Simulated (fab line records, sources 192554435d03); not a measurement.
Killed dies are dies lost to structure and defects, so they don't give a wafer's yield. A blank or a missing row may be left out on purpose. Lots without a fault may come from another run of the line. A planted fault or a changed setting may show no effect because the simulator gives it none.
Which tool did it? | flow n5_finfet | 24 lots, 72 wafers sampled, at 6 steps of a route of 1938

WHAT THE GAUGES READ, wafer by wafer
The record holds no reading of a measuring or inspecting step that can be judged against a usual standard deviation.

WHICH TOOL RAN EACH LOT (tool, then ch and the chambers of the sampled wafers, then the start)
lot  | N5_BEOL_M0_SAQP_ILD_DEP_01      | N5_BEOL_M0_SAQP_PECVD_04        | N5_BEOL_M0_SAQP_RECESS_114         | N5_BEOL_M0_SAQP_MANDREL_ETCH_103 | N5_BEOL_M0_SAQP_RECESS_109         | N5_BEOL_M0_SAQP_ETCH_88
L074 | pecvd-02 ch 1,2, day 5 09:30    | pecvd-03 ch 0,1, day 5 10:10    | vapor_etch-01 ch 0,1, day 5 11:22  | rie_si-04 ch 0,1,2, day 5 12:29  | vapor_etch-01 ch 0,1, day 5 13:41  | rie_diel-03 ch 0,2,3, day 5 15:02
L075 | pecvd-02 ch 0,1, day 5 15:22    | pecvd-03 ch 0,2, day 5 17:23    | vapor_etch-02 ch 0,1, day 5 18:37  | rie_si-06 ch 0,3, day 5 20:16    | vapor_etch-02 ch 0,1, day 5 21:07  | rie_diel-06 ch 1,2, day 5 22:28
L076 | pecvd-01 ch 0,1,2, day 6 00:03  | pecvd-01 ch 0,1,2, day 6 01:37  | vapor_etch-01 ch 0,1, day 6 02:45  | rie_si-04 ch 0,1,3, day 6 03:53  | vapor_etch-01 ch 0,1, day 6 05:05  | rie_diel-04 ch 0,1,2, day 6 06:50
L077 | pecvd-02 ch 0,1, day 6 03:02    | pecvd-03 ch 0,1, day 6 03:28    | vapor_etch-01 ch 0,1, day 6 04:41  | rie_si-04 ch 1,2,3, day 6 05:55  | vapor_etch-01 ch 0,1, day 6 06:36  | rie_diel-06 ch 0,2, day 6 08:11
L078 | pecvd-02 ch 0,1,2, day 6 06:38  | pecvd-03 ch 0, day 6 08:44      | vapor_etch-02 ch 0,1, day 6 09:56  | rie_si-04 ch 1,2,3, day 6 11:11  | vapor_etch-02 ch 1, day 6 12:11    | rie_diel-03 ch 2,3, day 6 13:50
L079 | pecvd-03 ch 0,1,2, day 6 12:48  | pecvd-02 ch 0,1,2, day 6 15:11  | vapor_etch-02 ch 0,1, day 6 16:40  | rie_si-01 ch 0,1, day 6 17:59    | vapor_etch-01 ch 0,1, day 6 18:43  | rie_diel-04 ch 0,1,2, day 6 20:02
L080 | pecvd-03 ch 0,1, day 6 21:43    | pecvd-01 ch 0,2, day 6 22:34    | vapor_etch-01 ch 0,1, day 6 23:37  | rie_si-06 ch 2,3, day 7 01:06    | vapor_etch-02 ch 0,1, day 7 01:47  | rie_diel-04 ch 0,1, day 7 03:32
L081 | pecvd-02 ch 0,1, day 7 09:13    | pecvd-01 ch 0,1,2, day 7 10:22  | vapor_etch-01 ch 0,1, day 7 11:35  | rie_si-06 ch 0,1, day 7 12:50    | vapor_etch-01 ch 0,1, day 7 13:35  | rie_diel-03 ch 1,2, day 7 15:00
L082 | pecvd-03 ch 1,2, day 7 12:12    | pecvd-03 ch 0,1,2, day 7 14:00  | vapor_etch-02 ch 1, day 7 15:21    | rie_si-04 ch 1,2,3, day 7 17:05  | vapor_etch-02 ch 0,1, day 7 17:58  | rie_diel-04 ch 2,3, day 7 20:02
L083 | pecvd-02 ch 0,1, day 7 15:13    | pecvd-01 ch 1,2, day 7 15:46    | vapor_etch-02 ch 0, day 7 16:58    | rie_si-04 ch 1,3, day 7 18:22    | vapor_etch-01 ch 0,1, day 7 19:11  | rie_diel-03 ch 1,2,3, day 7 20:40
L084 | pecvd-03 ch 0,2, day 8 08:37    | pecvd-03 ch 1,2, day 8 09:45    | vapor_etch-01 ch 0,1, day 8 10:55  | rie_si-06 ch 1,2,3, day 8 13:12  | vapor_etch-01 ch 0,1, day 8 14:02  | rie_diel-04 ch 2,3, day 8 15:31
L085 | pecvd-03 ch 0,1,2, day 8 12:21  | pecvd-03 ch 0,1,2, day 8 13:34  | vapor_etch-01 ch 0,1, day 8 15:26  | rie_si-04 ch 0,1,2, day 8 18:38  | vapor_etch-01 ch 0,1, day 8 19:35  | rie_diel-03 ch 2,3, day 8 22:02
L086 | pecvd-03 ch 0,1, day 8 17:17    | pecvd-01 ch 1,2, day 8 18:01    | vapor_etch-01 ch 0,1, day 8 19:11  | rie_si-01 ch 1,2,3, day 8 21:02  | vapor_etch-01 ch 0,1, day 8 21:52  | rie_diel-03 ch 1,3, day 8 23:22
L087 | pecvd-03 ch 0,1, day 9 02:28    | pecvd-02 ch 0,1,2, day 9 02:44  | vapor_etch-01 ch 0,1, day 9 04:04  | rie_si-06 ch 2,3, day 9 05:11    | vapor_etch-01 ch 0,1, day 9 05:55  | rie_diel-06 ch 0,3, day 9 07:14
L088 | pecvd-02 ch 0,1,2, day 9 05:28  | pecvd-03 ch 0,1,2, day 9 08:50  | vapor_etch-01 ch 0,1, day 9 10:05  | rie_si-01 ch 0,1,2, day 9 11:19  | vapor_etch-01 ch 0,1, day 9 12:06  | rie_diel-04 ch 1,2,3, day 9 13:37
L089 | pecvd-03 ch 0,2, day 9 05:28    | pecvd-01 ch 0,1, day 9 08:56    | vapor_etch-01 ch 1, day 9 10:26    | rie_si-04 ch 1,2,3, day 9 11:46  | vapor_etch-01 ch 1, day 9 12:28    | rie_diel-03 ch 1,2, day 9 14:07
L091 | pecvd-02 ch 0,2, day 9 20:27    | pecvd-01 ch 1,2, day 9 21:23    | vapor_etch-02 ch 0,1, day 9 22:34  | rie_si-04 ch 0,1,2, day 10 00:05 | vapor_etch-02 ch 0,1, day 10 00:47 | rie_diel-04 ch 1,2,3, day 10 02:09
L090 | pecvd-01 ch 1,2, day 9 23:27    | pecvd-02 ch 0,1,2, day 10 00:06 | vapor_etch-01 ch 0, day 10 01:09   | rie_si-01 ch 1,2,3, day 10 02:25 | vapor_etch-01 ch 0, day 10 03:06   | rie_diel-04 ch 0,2,3, day 10 04:28
L092 | pecvd-01 ch 0,2, day 10 02:28   | pecvd-02 ch 0,2, day 10 03:34   | vapor_etch-02 ch 0,1, day 10 04:37 | rie_si-04 ch 1,2,3, day 10 05:52 | vapor_etch-01 ch 0,1, day 10 06:33 | rie_diel-03 ch 0,1,2, day 10 08:12
L093 | pecvd-03 ch 0,1, day 10 05:29   | pecvd-02 ch 0,1,2, day 10 05:55 | vapor_etch-01 ch 0, day 10 07:16   | rie_si-06 ch 1,3, day 10 08:37   | vapor_etch-01 ch 0, day 10 09:32   | rie_diel-03 ch 1,2, day 10 11:05
L094 | pecvd-01 ch 0,1,2, day 10 08:28 | pecvd-02 ch 0,1, day 10 09:55   | vapor_etch-02 ch 1, day 10 11:08   | rie_si-01 ch 1,3, day 10 12:51   | vapor_etch-02 ch 0,1, day 10 13:32 | rie_diel-03 ch 0,1,3, day 10 15:32
L095 | pecvd-01 ch 0,1, day 10 16:31   | pecvd-03 ch 1,2, day 10 17:15   | vapor_etch-02 ch 0,1, day 10 18:25 | rie_si-06 ch 0,3, day 10 21:43   | vapor_etch-01 ch 0,1, day 10 22:24 | rie_diel-04 ch 0,1,3, day 11 00:01
L096 | pecvd-03 ch 0,1,2, day 10 23:17 | pecvd-02 ch 1,2, day 11 00:20   | vapor_etch-01 ch 0,1, day 11 01:25 | rie_si-06 ch 1,3, day 11 02:43   | vapor_etch-01 ch 0,1, day 11 03:35 | rie_diel-06 ch 0,1,3, day 11 05:26
L097 | pecvd-01 ch 1,2, day 11 07:45   | pecvd-02 ch 0,1, day 11 10:07   | vapor_etch-01 ch 0,1, day 11 11:17 | rie_si-04 ch 0,1,3, day 11 12:57 | vapor_etch-01 ch 0,1, day 11 13:39 | rie_diel-04 ch 2,3, day 11 16:01
- N5_BEOL_M0_SAQP_ILD_DEP_01: deposits SiOC from DEMS/O2, target thk 45.419 nm, time 8.7 s.
- N5_BEOL_M0_SAQP_PECVD_04: deposits a-Si from SiH4/He, target thk 60 nm, time 60.2 s.
- N5_BEOL_M0_SAQP_RECESS_114: chemistry HF/NH3, target SiO2, target depth 14.4 nm, afs cycles 3, sublimation time 60 s.
- N5_BEOL_M0_SAQP_MANDREL_ETCH_103: etches a-Si in HBr/Cl2, stops on SiCN, target depth 45 nm, bt time 10 s, time 27 s.
- N5_BEOL_M0_SAQP_RECESS_109: chemistry HF/NH3, target SiO2, target depth 3 nm, afs cycles 1, sublimation time 60 s.
- N5_BEOL_M0_SAQP_ETCH_88: etches underlayer in N2/H2, target depth 6.5 nm, time 5.2 s.

WHAT THE TOOLS THEMSELVES READ (means of the sampled wafers that have a number; where no wafer has one, the mark that the record gives instead)
N5_BEOL_M0_SAQP_ILD_DEP_01.
lot  | tool     | heater_power_w (W) | showerhead_plenum_p_Torr (Torr) | throttle_valve_pct (%)
L074 | pecvd-02 | 433                | 5.704                           | 11.2
L075 | pecvd-02 | 446                | 5.679                           | 11.3
L076 | pecvd-01 | 425                | 5.683                           | 12.3
L077 | pecvd-02 | 433                | 5.693                           | 11.3
L078 | pecvd-02 | 432                | 5.698                           | 11.2
L079 | pecvd-03 | 478                | 5.710                           | 11.7
L080 | pecvd-03 | 477                | 5.699                           | 11.9
L081 | pecvd-02 | 436                | 5.697                           | 11.1
L082 | pecvd-03 | 468                | 5.707                           | 11.5
L083 | pecvd-02 | 437                | 5.688                           | 11.3
L084 | pecvd-03 | 499                | 5.702                           | 12.0
L085 | pecvd-03 | 435                | 5.699                           | 11.6
L086 | pecvd-03 | 502                | 5.706                           | 11.8
L087 | pecvd-03 | 487                | 5.704                           | 11.7
L088 | pecvd-02 | 434                | 5.698                           | 11.5
L089 | pecvd-03 | 513                | 5.699                           | 12.0
L091 | pecvd-02 | 396                | 5.693                           | 11.8
L090 | pecvd-01 | 403                | 5.688                           | 11.9
L092 | pecvd-01 | 435                | 5.683                           | 12.4
L093 | pecvd-03 | 530                | 5.690                           | 11.9
L094 | pecvd-01 | 394                | 5.691                           | 12.4
L095 | pecvd-01 | 394                | 5.684                           | 12.5
L096 | pecvd-03 | 470                | 5.697                           | 11.5
L097 | pecvd-01 | 431                | 5.685                           | 11.9

N5_BEOL_M0_SAQP_PECVD_04.
lot  | tool     | heater_power_w (W) | showerhead_plenum_p_Torr (Torr) | throttle_valve_pct (%)
L074 | pecvd-03 | 629                | 5.72                            | 17.4
L075 | pecvd-03 | 660                | 5.68                            | 17.9
L076 | pecvd-01 | 565                | 5.63                            | 18.4
L077 | pecvd-03 | 643                | 5.69                            | 17.8
L078 | pecvd-03 | 684                | 5.66                            | 18.0
L079 | pecvd-02 | 583                | 5.68                            | 17.3
L080 | pecvd-01 | 547                | 5.65                            | 18.2
L081 | pecvd-01 | 590                | 5.64                            | 18.5
L082 | pecvd-03 | 629                | 5.71                            | 18.0
L083 | pecvd-01 | 544                | 5.65                            | 18.0
L084 | pecvd-03 | 587                | 5.74                            | 17.6
L085 | pecvd-03 | 627                | 5.71                            | 17.9
L086 | pecvd-01 | 543                | 5.64                            | 18.4
L087 | pecvd-02 | 563                | 5.67                            | 17.3
L088 | pecvd-03 | 623                | 5.71                            | 17.9
L089 | pecvd-01 | 588                | 5.62                            | 19.0
L091 | pecvd-01 | 564                | 5.65                            | 18.1
L090 | pecvd-02 | 593                | 5.68                            | 17.4
L092 | pecvd-02 | 540                | 5.66                            | 17.5
L093 | pecvd-02 | 606                | 5.67                            | 17.4
L094 | pecvd-02 | 627                | 5.65                            | 17.1
L095 | pecvd-03 | 602                | 5.74                            | 17.1
L096 | pecvd-02 | 642                | 5.68                            | 17.1
L097 | pecvd-02 | 570                | 5.65                            | 17.3

N5_BEOL_M0_SAQP_RECESS_114.
lot  | tool          | drypump_motor_current_A (A)
L074 | vapor_etch-01 | 5.5
L075 | vapor_etch-02 | 6.1
L076 | vapor_etch-01 | 5.7
L077 | vapor_etch-01 | 5.7
L078 | vapor_etch-02 | 6.1
L079 | vapor_etch-02 | 6.1
L080 | vapor_etch-01 | 5.7
L081 | vapor_etch-01 | 5.5
L082 | vapor_etch-02 | 5.8
L083 | vapor_etch-02 | 6.3
L084 | vapor_etch-01 | 5.5
L085 | vapor_etch-01 | 5.5
L086 | vapor_etch-01 | 5.5
L087 | vapor_etch-01 | 5.5
L088 | vapor_etch-01 | 5.5
L089 | vapor_etch-01 | 5.9
L091 | vapor_etch-02 | 6.1
L090 | vapor_etch-01 | 5.3
L092 | vapor_etch-02 | 6.0
L093 | vapor_etch-01 | 5.3
L094 | vapor_etch-02 | 5.8
L095 | vapor_etch-02 | 6.0
L096 | vapor_etch-01 | 5.5
L097 | vapor_etch-01 | 5.7

N5_BEOL_M0_SAQP_MANDREL_ETCH_103.
lot  | tool      | drypump_motor_current_A (A) | mfc_cl2_sccm (sccm) | oes_product_au (a.u.) | throttle_valve_pct (%)
L074 | rie_si-04 | 5.9                         | 80.16               | 0.692                 | 35.32
L075 | rie_si-06 | 6.0                         | 80.25               | 0.676                 | 35.38
L076 | rie_si-04 | 5.6                         | 80.09               | 0.692                 | 35.52
L077 | rie_si-04 | 5.6                         | 79.93               | 0.695                 | 35.52
L078 | rie_si-04 | 5.5                         | 80.05               | 0.691                 | 35.54
L079 | rie_si-01 | 5.7                         | 80.06               | 0.663                 | 35.76
L080 | rie_si-06 | 6.3                         | 80.03               | 0.688                 | 35.32
L081 | rie_si-06 | 5.7                         | 79.84               | 0.674                 | 35.31
L082 | rie_si-04 | 5.6                         | 79.84               | 0.691                 | 35.52
L083 | rie_si-04 | 5.3                         | 80.04               | 0.694                 | 35.72
L084 | rie_si-06 | 6.3                         | 80.07               | 0.675                 | 35.23
L085 | rie_si-04 | 5.9                         | 80.05               | 0.687                 | 35.34
L086 | rie_si-01 | 5.6                         | 79.91               | 0.675                 | 35.73
L087 | rie_si-06 | 6.3                         | 80.33               | 0.667                 | 35.33
L088 | rie_si-01 | 5.9                         | 80.05               | 0.670                 | 35.66
L089 | rie_si-04 | 5.6                         | 80.08               | 0.691                 | 35.53
L091 | rie_si-04 | 5.9                         | 80.01               | 0.688                 | 35.33
L090 | rie_si-01 | 5.6                         | 80.00               | 0.681                 | 35.71
L092 | rie_si-04 | 5.6                         | 80.43               | 0.694                 | 35.53
L093 | rie_si-06 | 6.3                         | 80.07               | 0.693                 | 35.14
L094 | rie_si-01 | 5.2                         | 80.15               | 0.680                 | 35.86
L095 | rie_si-06 | 5.6                         | 79.90               | 0.663                 | 35.44
L096 | rie_si-06 | 6.3                         | 79.91               | 0.687                 | 35.14
L097 | rie_si-04 | 5.7                         | 79.78               | 0.696                 | 35.53

N5_BEOL_M0_SAQP_RECESS_109.
lot  | tool          | drypump_motor_current_A (A)
L074 | vapor_etch-01 | 5.7
L075 | vapor_etch-02 | 6.1
L076 | vapor_etch-01 | 5.5
L077 | vapor_etch-01 | 5.7
L078 | vapor_etch-02 | 5.8
L079 | vapor_etch-01 | 5.7
L080 | vapor_etch-02 | 6.0
L081 | vapor_etch-01 | 5.7
L082 | vapor_etch-02 | 6.0
L083 | vapor_etch-01 | 5.5
L084 | vapor_etch-01 | 5.7
L085 | vapor_etch-01 | 5.5
L086 | vapor_etch-01 | 5.5
L087 | vapor_etch-01 | 5.5
L088 | vapor_etch-01 | 5.7
L089 | vapor_etch-01 | 5.9
L091 | vapor_etch-02 | 6.0
L090 | vapor_etch-01 | 5.3
L092 | vapor_etch-01 | 5.7
L093 | vapor_etch-01 | 5.3
L094 | vapor_etch-02 | 6.1
L095 | vapor_etch-01 | 5.5
L096 | vapor_etch-01 | 5.5
L097 | vapor_etch-01 | 5.7

N5_BEOL_M0_SAQP_ETCH_88.
lot  | tool        | drypump_motor_current_A (A) | etch_rf_on_time_s (s) | oes_product_au (a.u.) | rf_vpp_V (V) | showerhead_plenum_p_Torr (Torr) | throttle_valve_pct (%)
L074 | rie_diel-03 | 5.5                         | 5.29                  | 0.64                  | 523.7        | 2.49                            | 18.07
L075 | rie_diel-06 | 5.7                         | 5.20                  | 0.63                  | 523.3        | 2.49                            | 17.89
L076 | rie_diel-04 | 5.5                         | 5.13                  | 0.70                  | 523.1        | 2.52                            | 18.02
L077 | rie_diel-06 | 5.9                         | 5.27                  | 0.63                  | 523.5        | 2.53                            | 17.72
L078 | rie_diel-03 | 5.5                         | 5.35                  | 0.64                  | 523.0        | 2.52                            | 18.10
L079 | rie_diel-04 | 5.5                         | 5.16                  | 0.69                  | 524.1        | 2.52                            | 18.01
L080 | rie_diel-04 | 5.9                         | 5.14                  | 0.66                  | 522.6        | 2.51                            | 18.13
L081 | rie_diel-03 | 5.3                         | 5.24                  | 0.63                  | 525.4        | 2.61                            | 18.00
L082 | rie_diel-04 | 4.9                         | 5.14                  | 0.67                  | 523.8        | 2.52                            | 17.85
L083 | rie_diel-03 | 5.5                         | 5.28                  | 0.63                  | 522.5        | 2.54                            | 18.05
L084 | rie_diel-04 | 4.9                         | 5.21                  | 0.71                  | 522.4        | 2.50                            | 17.74
L085 | rie_diel-03 | 5.5                         | 5.37                  | 0.63                  | 522.4        | 2.51                            | 18.16
L086 | rie_diel-03 | 5.7                         | 5.34                  | 0.62                  | 520.9        | 2.47                            | 18.08
L087 | rie_diel-06 | 5.9                         | 5.25                  | 0.71                  | 524.7        | 2.58                            | 17.62
L088 | rie_diel-04 | 5.1                         | 5.07                  | 0.73                  | 524.0        | 2.53                            | 17.92
L089 | rie_diel-03 | 5.4                         | 5.27                  | 0.61                  | 525.8        | 2.60                            | 18.05
L091 | rie_diel-04 | 5.1                         | 5.12                  | 0.72                  | 523.0        | 2.53                            | 17.91
L090 | rie_diel-04 | 5.3                         | 5.16                  | 0.68                  | 522.8        | 2.49                            | 17.86
L092 | rie_diel-03 | 5.5                         | 5.24                  | 0.61                  | 523.6        | 2.51                            | 18.04
L093 | rie_diel-03 | 5.3                         | 5.25                  | 0.61                  | 525.3        | 2.60                            | 18.05
L094 | rie_diel-03 | 5.7                         | 5.29                  | 0.62                  | 520.9        | 2.44                            | 18.06
L095 | rie_diel-04 | 5.5                         | 5.07                  | 0.70                  | 523.3        | 2.52                            | 18.06
L096 | rie_diel-06 | 5.8                         | 5.25                  | 0.69                  | 524.7        | 2.53                            | 17.81
L097 | rie_diel-04 | 4.9                         | 5.13                  | 0.64                  | 522.3        | 2.51                            | 17.91

THE ANSWER, worked out from the rows above alone
Rule: what is usual is taken from the lots themselves. Put in order of their means at a reading, lots are off if they are a third of the lots or fewer, leave a main group of 4 or more, and stand apart from it by a gap of 3 or more times the standard deviation of the main group's means; of several such gaps the widest counts. A main group whose means are all the same, to the digits that the tables above print for the reading, isn't used. A lot without any number at a reading at which 4 lots or more have one is off too. The other lots that the step has rows for count as sound. The gauges are gone through in route order, then the tools' own readings, and for those a lot's mean is taken as printed above. The first step at which some lot is off is used, and at that step the reading that is off furthest; a lot without a number counts as furthest.
No lot is off at any reading shown: from this, nothing can be told.

WHAT THE SIMULATOR HAD PUT IN
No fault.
